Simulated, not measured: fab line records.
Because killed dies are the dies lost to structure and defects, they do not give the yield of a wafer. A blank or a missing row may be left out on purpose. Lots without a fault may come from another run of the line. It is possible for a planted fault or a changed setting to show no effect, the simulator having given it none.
A single fault, viewed from 2 desks    flow n5 finfet    each desk holds nothing but its own numbers, with what lay behind them at the end

## TOOL OWNER'S DESK, pvd sputter-02
The tool's own readings at N5_BEOL_M5_SPUTTER_88 (material Cu, target thk 15 nm, time 27.62 s): means of the sampled wafers that have a number, for each lot that ran on this tool. A lot is out of limits, marked OUT, if its mean lies more than 4 standard deviations from the usual mean; the brackets give that distance.
Columns: A = throttle valve pct at N5_BEOL_M5_SPUTTER_88, usual 30.1 %
lot   first seen here  A
L304  day 9 00:46      29.6
L308  day 9 16:26      30.1
L310  day 10 09:05     29.2
L315  day 13 09:00     29.6
L314  day 14 00:17     29.5
This desk found nothing out of limits on any of the 5 lots.

## METROLOGY DESK
What the gauges read, lot by lot, whatever tool the lot ran on: means of the sampled wafers that have a number. A lot is out of limits, marked OUT, if its mean lies more than 4 standard deviations from the usual mean; the brackets give that distance.
Columns: A = cd nm at N5_PASSIVATION_CD_MEAS_10, usual 3000.0 nm
lot   first seen here  A
L302  day 11 11:29     2999.8
L304  day 11 22:53     2995.1
L305  day 12 07:53     3003.1
L308  day 12 11:29     3003.8
L310  day 13 08:56     2997.8
L311  day 13 09:56     2998.6
L315  day 17 18:40     3000.5
L314  day 17 19:31     3000.6
L324  day 18 23:30     2996.9
L320  day 20 03:09     3003.1
This desk found nothing out of limits on any of the 10 lots.

## ALL TOGETHER
The tool owner's desk saw nothing out of limits.
At the metrology desk, nothing out of limits was observed.

## WHAT WAS PUT IN BY THE SIMULATOR
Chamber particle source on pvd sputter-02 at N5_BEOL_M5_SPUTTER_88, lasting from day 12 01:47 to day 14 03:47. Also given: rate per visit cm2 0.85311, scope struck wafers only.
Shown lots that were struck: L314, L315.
